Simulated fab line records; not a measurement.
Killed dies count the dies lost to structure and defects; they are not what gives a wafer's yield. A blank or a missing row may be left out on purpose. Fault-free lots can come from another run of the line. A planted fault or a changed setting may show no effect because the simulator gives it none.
Chamber matching | flow n5_finfet | rie_diel-04 running N5_BEOL_M12_DESCUM_15: 4 sister chambers
The step chemistry O2, time 7.9 s. 8 wafers are shown with their chamber, then 7 later ones without.

## WAFERS, EACH WITH ITS CHAMBER
wafer  | chamber | drypump_motor_current_A (A) | throttle_valve_pct (%)
L077.4 | 1       | 5.9                         | 20.61
L077.5 | 1       | 5.8                         | 20.62
L077.6 | 2       | 6.0                         | 20.05
L081.1 | 3       | 5.0                         | 20.49
L081.3 | 0       | 5.0                         | 20.54
L081.6 | 2       | 6.0                         | 20.08
L086.1 | 3       | 5.0                         | 20.51
L086.3 | 0       | 5.0                         | 20.15

## WAFERS MISSING THEIR CHAMBER
wafer  | drypump_motor_current_A (A) | throttle_valve_pct (%)
L086.5 | 6.0                         | 20.07
L090.3 | 5.9                         | 20.68
L090.4 | 5.0                         | 20.17
L090.5 | 5.8                         | 20.68
L092.2 | 5.9                         | 20.65
L092.4 | 5.0                         | 20.54
L092.5 | 5.0                         | 20.18

## WHICH CHAMBER EACH WENT THROUGH
wafer  | from the rows above     | in truth
L086.5 | 2                       | 2
L090.3 | 1                       | 1
L090.4 | can't be placed: 0 or 3 | 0
L090.5 | 1                       | 1
L092.2 | 1                       | 1
L092.4 | can't be placed: 3 or 0 | 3
L092.5 | can't be placed: 0 or 3 | 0
Placed correctly: 4 of 7. Unplaceable from these rows: 3, with the true chamber sitting among the candidates in 3. Wrongly placed: 0.
How it was worked out, from the rows above alone: a wafer's distance from a chamber is the root of the sum, over the readings, of the square of ((its reading less the chamber's mean) divided by the reading's scatter). If the next closest chamber is less than 2 further off than the closest, the wafer can't be placed; otherwise it belongs to the closest. For every chamber, the mean is computed from those of its wafers that are shown. How the scatter is found: for the shown wafers, subtract from each reading the mean of its chamber, square and add these, divide the total by (wafers less chambers), then take the root.
